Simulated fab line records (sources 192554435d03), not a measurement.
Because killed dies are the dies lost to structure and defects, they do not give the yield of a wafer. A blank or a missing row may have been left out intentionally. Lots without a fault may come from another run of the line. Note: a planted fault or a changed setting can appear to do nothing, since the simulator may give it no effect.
fab line records ; flow n5-finfet
record lots=6; wafers=18; last-day=18
route steps=1938 shown BEOL_M13@1661 PASSIVATION@1936
lots with no fault: from the same line, run without faults
start-h: hours from the record's first day to the start of the lot's first wafer shown ; wait-h: hours since the lot's step before ; " same as the row above ; L1.1+2: several wafers, shown together as one row ; - either no value or no given start ; * or withheld: withheld ; < > ~ a bound
route shown NAME@n: a module of which the file shows steps, and the number in the route of the first ; usual: average and standard deviation across the fault-free wafers ; same: alike in all rows ; chamber/n: place in a boat ; sites: each site's reading ; _std_site: standard deviation across them ; _edge_site: mean of outer sites minus mean of inner sites ; radius-mm: how far each site lies from the wafer's centre ; mask NAME#n: copy n ; behind: the last tool/chamber to shape the wafer ; hold: cause of the lot's hold/its duration in hours/its outcome ; device: the transistor (n, p or np) that didn't switch ; end of line: the same wafers' tests at the end of the route ; a step without rows: its recipe alone ; killed: the dies lost at the first sort to structure and to defects; this is not the yield of the wafer ; map: a wafer's dies, marking killed ones x, the rest . and places with no die _
set.NAME: setting as actually run; set.NAME@STEP: the setting as run at that earlier step ; model.NAME: the simulator's own value behind a step, which no gauge read
lots at some steps of the route; a table a step, a row a wafer
services: from which hour (start-h, from the record's first day; less than 0 if before it) a tool's chamber was out of use, for how many hours, and why
## steps
# step N5_BEOL_M13_COAT_58
# recipe resist=BARC; temp-c=205; time-s=60; spin-rpm=1500; resist-thk-nm=89
# step N5_BEOL_M13_COAT_04
# recipe spin-rpm=1625; resist-thk-nm=400
# step N5_BEOL_M13_EBR_06
# recipe solvent=PGMEA; ebr-width-mm=1.5
# step N5_BEOL_M13_SOFTBAKE_05
# recipe temp-c=130; time-s=60
# step N5_BEOL_M13_EXPOSE_07
# recipe mask-id=V12; na=0.93; source-shape=conventional; sigma-outer=0.6; polarization=unpolarized; attpsm-phase-deg=180; dose-mj=24.8
# step N5_BEOL_M13_PEB_08
# recipe peb-temp-c=130; peb-time-s=90
# step N5_BEOL_M13_DEVELOP_09
# recipe develop-time-s=45; rinse-liquid=diw; dry=air-spin; dev-temp-c=21
# step N5_BEOL_M13_HARDBAKE_14
# recipe temp-c=130; time-s=120
# step N5_BEOL_M13_CD_MEAS_10
# recipe target-cd-nm=190; landing-energy-ev=500; detector=se-inlens; polarity=opening
# usual cd-nm=189.8/1.6
lot.wafer;tool;chamber;start-h;wait-h;cd-nm
L219.1;cd-sem-01;0;264.67;-;188.7
L219.2;cd-sem-01;0;264.67;-;191.2
L219.5;cd-sem-01;0;264.67;-;189.6
L225.3;cd-sem-01;0;296.57;-;191.5
L225.4;cd-sem-01;0;296.57;-;188.3
L225.6;cd-sem-01;0;296.57;-;191.1
L230.2;cd-sem-02;0;325.39;-;188.7
L230.5;cd-sem-02;0;325.39;-;190.4
L230.6;cd-sem-02;0;325.39;-;190.4
L232.1;cd-sem-02;0;340.44;-;191.8
L232.2;cd-sem-02;0;340.44;-;190.5
L232.5;cd-sem-02;0;340.44;-;190.2
L237.1;cd-sem-02;0;376.43;-;191.6
L237.4;cd-sem-02;0;376.43;-;191.3
L237.6;cd-sem-02;0;376.43;-;192.0
L238.1;cd-sem-03;0;382.47;-;190.0
L238.3;cd-sem-03;0;382.47;-;189.0
L238.6;cd-sem-03;0;382.47;-;188.3
# step N5_BEOL_M13_OVL_MEAS_11
# recipe points-per-wafer=44
# usual V12_OVL=0/4.2
lot.wafer;tool;chamber;start-h;wait-h;V12_OVL[nm]
L219.1;overlay-01;0;264.70;0.0;1
L219.2;overlay-01;0;264.70;0.0;2
L219.5;overlay-01;0;264.70;0.0;-3
L225.3;overlay-02;0;296.60;0.0;-5
L225.4;overlay-02;0;296.60;0.0;-6
L225.6;overlay-02;0;296.60;0.0;-5
L230.2;overlay-01;0;325.42;0.0;-11
L230.5;overlay-01;0;325.42;0.0;3
L230.6;overlay-01;0;325.42;0.0;1
L232.1;overlay-02;0;340.47;0.0;-1
L232.2;overlay-02;0;340.47;0.0;-3
L232.5;overlay-02;0;340.47;0.0;-3
L237.1;overlay-01;0;376.46;0.0;-7
L237.4;overlay-01;0;376.46;0.0;0
L237.6;overlay-01;0;376.46;0.0;4
L238.1;overlay-02;0;382.50;0.0;6
L238.3;overlay-02;0;382.50;0.0;5
L238.6;overlay-02;0;382.50;0.0;7
# step N5_BEOL_M13_INSPECT_12
# recipe mode=adi; inspect-instrument=macro
# usual raw-defect-count=1.9/1.3
lot.wafer;tool;chamber;start-h;wait-h;raw-defect-count
L219.1;defect-inspect-02;-;264.73;0.0;4
L219.2;defect-inspect-02;-;264.73;0.0;3
L219.5;defect-inspect-02;-;264.73;0.0;2
L225.3;defect-inspect-02;-;296.63;0.0;2
L225.4;defect-inspect-02;-;296.63;0.0;3
L225.6;defect-inspect-02;-;296.63;0.0;4
L230.2;defect-inspect-01;-;325.44;0.0;1
L230.5;defect-inspect-01;-;325.44;0.0;3
L230.6;defect-inspect-01;-;325.44;0.0;2
L232.1;defect-inspect-02;-;340.49;0.0;3
L232.2;defect-inspect-02;-;340.49;0.0;3
L232.5;defect-inspect-02;-;340.49;0.0;1
L237.1;defect-inspect-02;-;376.48;0.0;2
L237.4;defect-inspect-02;-;376.48;0.0;2
L237.6;defect-inspect-02;-;376.48;0.0;6
L238.1;defect-inspect-02;-;382.52;0.0;1
L238.3;defect-inspect-02;-;382.52;0.0;0
L238.6;defect-inspect-02;-;382.52;0.0;0
# step N5_BEOL_M13_DESCUM_15
# recipe chemistry=O2; time-s=7.9; source-power-w=50; bias-power-w=20; pressure-mtorr=20; rf-frequency-hz=2.712e+07; temp-c=40; o2-flow-sccm=225
# usual drypump-motor-current-A=5.9/0.45; oes-product-au=0.77/0.088; rf-vpp-V=242.7/1.6; showerhead-plenum-p-Torr=2.06/0.092; throttle-valve-pct=20.4/0.31
lot.wafer;tool;chamber;start-h;wait-h;drypump-motor-current-A;oes-product-au;rf-hours-counter-h;rf-vpp-V;showerhead-plenum-p-Torr;throttle-valve-pct
L219.1;rie-diel-06;1;264.77;0.0;6.5;0.85;58;245.3;2.19;20.2
L219.2;rie-diel-06;2;264.77;0.0;5.7;0.96;10;243.8;2.05;20.6
L219.5;rie-diel-06;0;264.77;0.0;6.5;0.72;-;241.1;1.99;20.2
L225.3;rie-diel-03;2;296.70;0.1;6.2;0.67;236;244.3;2.11;20.4
L225.4;rie-diel-03;3;296.70;0.1;5.8;0.74;147;242.2;1.98;19.9
L225.6;rie-diel-03;1;296.70;0.1;6.8;0.66;-;241.8;1.99;20.9
L230.2;rie-diel-06;1;325.83;0.4;6.5;0.84;77;246.1;2.18;20.2
L230.5;rie-diel-06;3;325.83;0.4;5.8;0.74;-;241.4;1.91;20.1
L230.6;rie-diel-06;0;325.83;0.4;6.6;0.72;-;240.9;1.98;20.2
L232.1;rie-diel-01;3;340.53;0.0;5.4;0.73;187;241.8;2.08;20.8
L232.2;rie-diel-01;1;340.53;0.0;5.5;0.85;46;244.5;2.10;20.3
L232.5;rie-diel-01;2;340.53;0.0;5.4;0.69;-;245.5;2.18;20.8
L237.1;rie-diel-01;2;376.52;0.0;5.4;0.67;247;243.7;2.18;20.8
L237.4;rie-diel-01;0;376.52;0.0;5.5;0.91;21;242.0;2.06;20.4
L237.6;rie-diel-01;2;376.52;0.0;5.4;0.68;-;243.2;2.18;20.8
L238.1;rie-diel-06;1;382.56;0.0;6.5;0.81;94;243.6;2.17;20.3
L238.3;rie-diel-06;3;382.56;0.0;5.9;0.73;187;241.2;1.90;20.1
L238.6;rie-diel-06;3;382.56;0.0;5.9;0.72;-;240.5;1.90;20.1
# step N5_BEOL_M13_ETCH_59
# recipe chemistry=N2/H2; target=BARC; target-depth-a=890; overetch-a=267; time-s=67.9; ion-energy-ev=200; pressure-mtorr=30; source-w=840; bias-w=150; n2-flow-sccm=200; h2-flow-sccm=200
# usual bias-w=149.9/0.45; chamber-pressure-mTorr=30.001/0.028; drypump-motor-current-A=5.9/0.46; n2-flow-sccm=200.0/0.54; oes-product-au=0.66/0.069; rf-vpp-V=523/3.4; showerhead-plenum-p-Torr=2.51/0.11; throttle-valve-pct=17.95/0.27
lot.wafer;tool;chamber;start-h;wait-h;bias-w;chamber-pressure-mTorr;drypump-motor-current-A;n2-flow-sccm;oes-product-au;rf-hours-counter-h;rf-vpp-V;showerhead-plenum-p-Torr;throttle-valve-pct;model.coat_of_BEOL_M13_COAT_04.thk-nm
L219.1;rie-diel-06;1;264.81;0.0;149.5;30.006;6.5;199.3;0.72;58;530;2.70;17.89;318.8
L219.2;rie-diel-06;2;264.81;0.0;149.7;30.013;5.6;200.3;0.80;10;523;2.47;17.90;315.4
L219.5;rie-diel-06;0;264.81;0.0;149.0;30.029;6.5;199.7;0.62;-;521;2.42;17.66;314
L225.3;rie-diel-03;2;296.74;0.0;149.7;29.991;6.2;199.4;0.57;236;527;2.61;18.06;321.8
L225.4;rie-diel-03;3;296.74;0.0;149.2;29.990;5.9;199.8;0.64;147;521;2.46;17.73;315.2
L225.6;rie-diel-03;1;296.74;0.0;150.0;29.983;6.8;199.5;0.59;-;520;2.40;18.17;317.2
L230.2;rie-diel-06;1;325.87;0.0;-;-;-;-;-;-;-;-;-;384
L230.5;rie-diel-06;3;325.87;0.0;-;-;-;-;-;-;-;-;-;384.2
L230.6;rie-diel-06;0;325.87;0.0;-;-;-;-;-;-;-;-;-;381
L232.1;rie-diel-01;3;340.56;0.0;-;-;-;-;-;-;-;-;-;382.8
L232.2;rie-diel-01;1;340.56;0.0;-;-;-;-;-;-;-;-;-;382.2
L232.5;rie-diel-01;2;340.56;0.0;-;-;-;-;-;-;-;-;-;383.2
L237.1;rie-diel-01;2;376.55;0.0;149.8;29.937;5.4;200.0;0.59;247;525;2.61;18.15;322.6
L237.4;rie-diel-01;0;376.55;0.0;149.7;30.019;5.5;199.9;0.78;21;523;2.50;17.84;319
L237.6;rie-diel-01;2;376.55;0.0;149.8;30.052;5.4;199.2;0.59;-;526;2.61;18.16;322.2
L238.1;rie-diel-06;1;382.59;0.0;149.8;30.047;6.5;200.4;0.68;94;527;2.68;17.96;318.4
L238.3;rie-diel-06;3;382.59;0.0;150.1;30.010;5.9;199.2;0.62;187;518;2.33;17.78;314.2
L238.6;rie-diel-06;3;382.59;0.0;150.0;30.034;5.9;200.7;0.62;-;517;2.33;17.75;315.4
# step N5_BEOL_M13_VIA_ETCH_16
# recipe chemistry=C4F8/O2/Ar; target=SiOC; pressure-mtorr=30; source-w=3000; bias-w=700; Ar_flow_sccm=400; C4F8_flow_sccm=15; O2_flow_sccm=8; he-inner-torr=15; he-outer-torr=30; target-depth-a=9217; time-s=withheld; ion-energy-ev=250; ends=cleared
# usual C4F8_flow_sccm=14.99/0.045; O2_flow_sccm=7.998/0.024; drypump-motor-current-A=5.9/0.45; mfc-ar-sccm=400.0/1.3; oes-product-au=0.70/0.078; rf-vpp-V=664/4.2; showerhead-plenum-p-Torr=3.39/0.14; throttle-valve-pct=24.28/0.24
lot.wafer;tool;chamber;start-h;wait-h;C4F8_flow_sccm;O2_flow_sccm;drypump-motor-current-A;mfc-ar-sccm;oes-product-au;rf-vpp-V;showerhead-plenum-p-Torr;throttle-valve-pct;model.coat_of_BEOL_M13_COAT_04.thk-nm
L219.1;rie-diel-06;1;264.86;0.0;14.96;7.987;6.5;400.6;0.76;671;3.61;24.25;79.6
L219.2;rie-diel-06;2;264.86;0.0;14.98;8.004;5.7;400.7;0.85;665;3.37;24.56;75.6
L219.5;rie-diel-06;0;264.86;0.0;15.01;7.995;6.5;399.6;0.66;661;3.26;23.90;69
L225.3;rie-diel-03;2;296.79;0.0;14.96;7.987;6.2;400.6;0.60;668;3.50;24.35;81.6
L225.4;rie-diel-03;3;296.79;0.0;15.02;8.014;5.8;398.6;0.67;661;3.32;24.02;68.2
L225.6;rie-diel-03;1;296.79;0.0;15.03;7.991;6.8;398.7;0.59;660;3.25;24.61;70
L230.2;rie-diel-06;1;325.92;0.0;15.01;7.991;6.5;402.8;0.76;671;3.60;24.28;144.2
L230.5;rie-diel-06;3;325.92;0.0;14.96;7.982;5.9;399.0;0.67;655;3.17;23.99;140.2
L230.6;rie-diel-06;0;325.92;0.0;14.98;7.988;6.5;400.6;0.65;662;3.25;23.95;130.2
L232.1;rie-diel-01;3;340.61;0.0;14.98;8.012;5.4;400.6;0.65;664;3.40;24.63;137.6
L232.2;rie-diel-01;1;340.61;0.0;14.99;8.022;5.5;400.2;0.78;667;3.48;24.36;138.2
L232.5;rie-diel-01;2;340.61;0.0;14.97;7.998;5.4;398.7;0.62;669;3.51;24.36;135.4
L237.1;rie-diel-01;2;376.60;0.0;14.96;7.973;5.4;399.9;0.61;669;3.50;24.38;77.8
L237.4;rie-diel-01;0;376.60;0.0;14.99;8.001;5.5;398.4;0.82;663;3.37;24.26;71.6
L237.6;rie-diel-01;2;376.60;0.0;15.00;8.013;5.4;400.7;0.61;668;3.50;24.38;79.2
L238.1;rie-diel-06;1;382.64;0.0;14.90;8.007;6.5;400.7;0.73;671;3.59;24.30;70.4
L238.3;rie-diel-06;3;382.64;0.0;15.00;8.006;5.9;401.4;0.65;657;3.16;24.02;70.6
L238.6;rie-diel-06;3;382.64;0.0;15.02;8.021;5.9;399.6;0.65;658;3.16;24.00;67.6
# step N5_BEOL_M13_STRIP_63
# recipe chemistry=N2/H2; power-w=1000; temp-c=250; h2-frac=0.65; overash-fraction=0.3; pressure-mtorr=1000; n2-flow-sccm=1750; h2-flow-sccm=3250
# usual drypump-motor-current-A=5.53/0.18; heater-power-w=341/29; n2-flow-sccm=1749/5.3; oes-product-au=0.675/0.0049; strip-time-to-endpoint-s=28.2/1.2
lot.wafer;tool;chamber;start-h;wait-h;drypump-motor-current-A;heater-power-w;n2-flow-sccm;oes-product-au;rf-hours-counter-h;strip-time-to-endpoint-s
L219.1;plasma-asher-01;1;265.09;-;5.70;306;1746;0.681;75;30.5
L219.2;plasma-asher-01;0;265.09;-;5.26;379;1746;0.681;75;29.3
L219.5;plasma-asher-01;0;265.09;-;5.25;375;1745;0.678;-;27.4
L225.3;plasma-asher-01;1;297.04;-;5.70;310;1748;0.676;-;31.1
L225.4;plasma-asher-01;0;297.04;-;5.25;371;1749;0.670;-;27.2
L225.6;plasma-asher-01;0;297.04;-;5.26;385;1756;0.676;-;27.6
L230.2;plasma-asher-02;1;326.15;-;5.55;355;1751;0.696;135;48.1
L230.5;plasma-asher-02;1;326.15;-;5.56;346;1755;0.688;-;47.1
L230.6;plasma-asher-02;0;326.15;-;5.64;334;1743;0.701;-;44.4
L232.1;plasma-asher-01;1;340.85;-;5.69;312;1754;0.694;90;46.4
L232.2;plasma-asher-01;0;340.85;-;5.26;372;1747;0.702;90;46.6
L232.5;plasma-asher-01;1;340.85;-;5.70;303;1757;0.704;-;45.8
L237.1;plasma-asher-01;0;376.84;-;5.26;382;1762;0.681;96;30.0
L237.4;plasma-asher-01;0;376.84;-;5.26;379;1767;0.672;-;28.1
L237.6;plasma-asher-01;0;376.84;-;5.29;375;1757;0.676;-;30.3
L238.1;plasma-asher-02;0;382.88;-;5.63;342;1743;0.673;147;27.8
L238.3;plasma-asher-02;0;382.88;-;5.62;329;1744;0.680;-;27.9
L238.6;plasma-asher-02;0;382.88;-;5.63;335;1749;0.667;-;26.9
# step N5_BEOL_M13_STRIP_64
# recipe chemistry=N2/H2; power-w=1000; temp-c=250; h2-frac=0.65; overash-fraction=0.3; pressure-mtorr=withheld; n2-flow-sccm=1750; h2-flow-sccm=3250
# usual drypump-motor-current-A=5.54/0.17; heater-power-w=342/29; n2-flow-sccm=1751/5.3; oes-product-au=0.714/0.0049; strip-time-to-endpoint-s=31.30/0.075
lot.wafer;tool;chamber;start-h;wait-h;drypump-motor-current-A;heater-power-w;n2-flow-sccm;oes-product-au;rf-hours-counter-h;strip-time-to-endpoint-s
L219.1;plasma-asher-01;1;265.15;0.0;5.69;299;1756;0.703;75;31.30
L219.2;plasma-asher-01;0;265.15;0.0;5.29;369;1758;0.702;75;31.31
L219.5;plasma-asher-01;0;265.15;0.0;5.28;377;1760;0.721;-;31.24
L225.3;plasma-asher-01;1;297.10;0.0;5.72;310;1745;0.719;-;31.34
L225.4;plasma-asher-01;0;297.10;0.0;5.30;380;1753;0.709;-;31.35
L225.6;plasma-asher-01;0;297.10;0.0;5.29;384;1750;0.717;-;31.31
L230.2;plasma-asher-02;1;326.21;0.0;5.55;359;1750;0.718;135;31.35
L230.5;plasma-asher-02;1;326.21;0.0;5.57;356;1758;0.709;-;31.36
L230.6;plasma-asher-02;0;326.21;0.0;5.68;340;1755;0.713;-;31.28
L232.1;plasma-asher-01;1;340.91;0.0;5.71;311;1748;0.727;90;31.39
L232.2;plasma-asher-01;0;340.91;0.0;5.28;376;1752;0.711;90;31.30
L232.5;plasma-asher-01;1;340.91;0.0;5.72;301;1753;0.716;-;31.38
L237.1;plasma-asher-01;0;376.90;0.0;5.27;372;1757;0.709;96;31.42
L237.4;plasma-asher-01;0;376.90;0.0;5.30;377;1748;0.715;-;31.37
L237.6;plasma-asher-01;0;376.90;0.0;5.30;374;1745;0.719;-;31.45
L238.1;plasma-asher-02;0;382.94;0.0;5.60;330;1756;0.708;147;31.30
L238.3;plasma-asher-02;0;382.94;0.0;5.65;329;1748;0.717;-;31.26
L238.6;plasma-asher-02;0;382.94;0.0;5.64;335;1758;0.717;-;31.31
# step N5_PASSIVATION_PROBE_49
# usual defect-limited-yield=91.2/1.6; killed_at_M0_to_M3=34/11; killed_at_M4_up=13/5.2; killed-at-contacts=13/6.3; killed-at-front-end=40/14; killed-at-other=3.2/2.4; killed-dies=104/19; killed-open=69/14; killed-short=32/7.5; sort_bin_5_function=5.3/1.1; sort_bin_6_memory=3.2/0.73; sort-n-pass=1076/19; sort-yield-pct=91.2/1.6
# same gross-dies=1180; killed-at-back-side=0; sort_bin_4_leakage[%]=0; sort_bin_8_speed[%]=0
lot.wafer;tool;chamber;start-h;wait-h;defect-limited-yield[%];killed_at_M0_to_M3;killed_at_M4_up;killed-at-contacts;killed-at-front-end;killed-at-other;killed-dies;killed-open;killed-short;sort_bin_5_function[%];sort_bin_6_memory[%];sort-n-pass;sort-yield-pct[%]
L230.2;prober-02;-;364.54;0.1;88.3;52;21;21;39;5;138;95;41;7.1;4.4;1042;88.3
L230.5;prober-02;-;364.69;0.2;92.3;32;9;13;33;4;91;58;27;5.1;2.5;1089;92.3
L230.6;prober-02;-;364.74;0.3;89.4;64;8;11;38;4;125;83;39;6.0;4.3;1055;89.4
L232.1;prober-01;-;369.36;0.0;92.3;20;19;12;36;4;91;59;31;4.4;3.0;1089;92.3
L232.2;prober-01;-;369.41;0.1;89.0;51;7;18;53;1;130;86;43;7.2;3.5;1050;89.0
L232.5;prober-01;-;369.56;0.2;90.7;32;17;16;36;9;110;74;32;5.6;3.4;1070;90.7
L238.1;prober-01;-;421.55;0.0;90.6;43;17;4;45;2;111;65;43;5.5;3.8;1069;90.6
L238.3;prober-01;-;421.65;0.1;92.3;37;11;14;27;2;91;54;37;5.1;2.2;1089;92.3
L238.6;prober-01;-;421.80;0.3;90.6;36;18;7;48;2;111;73;34;6.5;2.3;1069;90.6
L237.1;prober-02;-;421.56;0.0;91.1;17;29;5;48;6;105;64;39;5.6;3.0;1075;91.1
L237.4;prober-02;-;421.71;0.2;91.8;27;22;6;40;2;97;61;33;5.2;2.8;1083;91.8
L237.6;prober-02;-;421.81;0.3;91.2;22;28;11;40;3;104;75;29;5.2;3.4;1076;91.2
# killed by level:class
L230.2 MOL_CONTACT_COAG:geometric-particle:open=15 BEOL_M4:geometric-particle:open=15 BEOL_M0_SAQP:geometric-particle:short=12 BEOL_M0_SAQP:geometric-particle:open=12 BEOL_M3:geometric-particle:open=9 FIN_SAQP:geometric-particle:open=9 STI_FIN_REVEAL:geometric-particle:open=6 DUMMY_GATE:geometric-particle:open=6
L230.5 FIN_SAQP:geometric-particle:open=8 MOL_CONTACT_COAG:geometric-particle:open=8 BEOL_M0_SAQP:geometric-particle:open=8 BEOL_M0_SAQP:geometric-particle:short=7 BEOL_M2:geometric-particle:open=7 DUMMY_GATE:geometric-particle:open=5 BEOL_M0:geometric-particle:open=5 PASS1_DEP:geometric-particle:short=4
L230.6 BEOL_M0_SAQP:geometric-particle:open=15 BEOL_M1:geometric-particle:open=15 GATE_CUT:geometric-particle:short=10 BEOL_M3:geometric-particle:open=9 MOL_CONTACT_COAG:geometric-particle:open=8 BEOL_M0_SAQP:geometric-particle:short=8 BEOL_M2:geometric-particle:open=7 STI_FIN_REVEAL:geometric-particle:open=5
L232.1 MOL_CONTACT_COAG:geometric-particle:open=12 FIN_SAQP:geometric-particle:short=9 BEOL_M4:geometric-particle:open=9 BEOL_M0_SAQP:geometric-particle:open=7 FIN_SAQP:geometric-particle:open=5 BEOL_M0_SAQP:geometric-particle:short=5 STI_FIN_REVEAL:geometric-particle:open=4 DUMMY_GATE:geometric-particle:short=4
L232.2 MOL_CONTACT_COAG:geometric-particle:open=12 BEOL_M2:geometric-particle:open=12 FIN_SAQP:geometric-particle:open=9 BEOL_M0_SAQP:geometric-particle:open=9 FIN_SAQP:geometric-particle:short=8 STI_FIN_REVEAL:geometric-particle:open=8 BEOL_M0_SAQP:geometric-particle:short=8 DUMMY_GATE:geometric-particle:open=7
L232.5 MOL_CONTACT_COAG:geometric-particle:open=11 DUMMY_GATE:geometric-particle:open=8 FIN_SAQP:geometric-particle:open=7 BEOL_M4:geometric-particle:open=7 BEOL_M0_SAQP:geometric-particle:open=6 BEOL_M3:geometric-particle:open=5 FIN_SAQP:geometric-particle:short=4 STI_FIN_REVEAL:geometric-particle:open=4
L238.1 FIN_SAQP:geometric-particle:short=14 FIN_SAQP:geometric-particle:open=14 BEOL_M2:geometric-particle:open=9 BEOL_M0_SAQP:geometric-particle:short=9 STI_FIN_REVEAL:geometric-particle:open=6 BEOL_M0_SAQP:geometric-particle:open=6 BEOL_M3:geometric-particle:open=6 BEOL_M1:geometric-particle:open=4
L237.1 BEOL_M4:geometric-particle:open=19 STI_FIN_REVEAL:geometric-particle:open=14 FIN_SAQP:geometric-particle:short=7 STI_FIN_REVEAL:geometric-particle:short=7 BEOL_M0_SAQP:geometric-particle:short=4 BEOL_M0_SAQP:geometric-particle:open=4 BEOL_M4:geometric-particle:short=4 STARTING-WAFER:geometric-particle:open=4
L238.3 FIN_SAQP:geometric-particle:short=11 MOL_CONTACT_COAG:geometric-particle:open=10 BEOL_M0_SAQP:geometric-particle:short=8 FIN_SAQP:geometric-particle:open=7 BEOL_M0_SAQP:geometric-particle:open=7 BEOL_M2:geometric-particle:open=7 MOL_CONTACT_COAG:geometric-particle:short=4 BEOL_M2:geometric-particle:short=4
L237.4 STI_FIN_REVEAL:geometric-particle:open=17 BEOL_M4:geometric-particle:open=10 FIN_SAQP:geometric-particle:short=7 BEOL_M0_SAQP:geometric-particle:short=7 DUMMY_GATE:geometric-particle:open=5 BEOL_M4:geometric-particle:short=5 BEOL_M0_SAQP:geometric-particle:open=5 BEOL_M2:geometric-particle:open=5
L238.6 FIN_SAQP:geometric-particle:open=23 BEOL_M0_SAQP:geometric-particle:open=14 FIN_SAQP:geometric-particle:short=10 BEOL_M0_SAQP:geometric-particle:short=9 STI_FIN_REVEAL:geometric-particle:open=6 MOL_CONTACT_COAG:geometric-particle:open=4 BEOL_M4:geometric-particle:open=4 BEOL_M1:geometric-particle:open=4
L237.6 STI_FIN_REVEAL:geometric-particle:open=17 BEOL_M4:geometric-particle:open=16 MOL_CONTACT_COAG:geometric-particle:open=10 FIN_SAQP:geometric-particle:open=7 FIN_SAQP:geometric-particle:short=7 BEOL_M1:geometric-particle:open=5 BEOL_M4:geometric-particle:short=5 BEOL_M3:geometric-particle:open=4
## services
tool;chamber;start-h;hours;kind
plasma-asher-02;-;253.43;0.5;repair
rie-diel-01;0;267.70;-;clean
rie-diel-01;0;267.70;-;consumable-replace:focus-ring
rie-diel-01;0;267.70;39.1;scheduled-down
rie-diel-01;0;267.70;39.1;vent-cycle
rie-diel-01;1;293.98;4.3;repair
rie-diel-03;-;297.78;2.8;pm
plasma-asher-02;-;327.49;2.1;repair
rie-diel-01;-;333.66;2.8;pm
rie-diel-03;2;348.96;-;clean
rie-diel-03;2;348.96;-;consumable-replace:focus-ring
rie-diel-03;2;348.96;17.4;scheduled-down
rie-diel-03;2;348.96;17.4;vent-cycle
rie-diel-03;1;366.36;-;clean
rie-diel-03;1;366.36;-;consumable-replace:focus-ring
rie-diel-03;1;366.36;-;consumable-replace:showerhead
rie-diel-03;1;366.36;16.0;scheduled-down
rie-diel-03;1;366.36;16.0;vent-cycle
rie-diel-06;2;371.77;13.6;repair
## key
first-sign step=N5_BEOL_M13_ETCH_59; reading=tool-record; direction=missing
effect step=N5_BEOL_M13_STRIP_63; reading=strip-time-to-endpoint-s; direction=up; sigmas=15; usual=*; struck=*
model-effect step=N5_BEOL_M13_ETCH_59; value=coat_of_BEOL_M13_COAT_04.thk-nm; without=318.3; struck=382.9
model-effect step=N5_BEOL_M13_VIA_ETCH_16; value=coat_of_BEOL_M13_COAT_04.thk-nm; without=72.97; struck=137.6
met-at N5_BEOL_M13_ETCH_59
struck-wafers L230.2,L230.5,L230.6,L232.1,L232.2,L232.5
onset-between 264.81 325.87
fault kind=skipped-step-whole; tool=rie-diel-01,rie-diel-06; chamber=-; onset-h=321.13; steps=N5_BEOL_M13_ETCH_59; scope=struck-lots-only
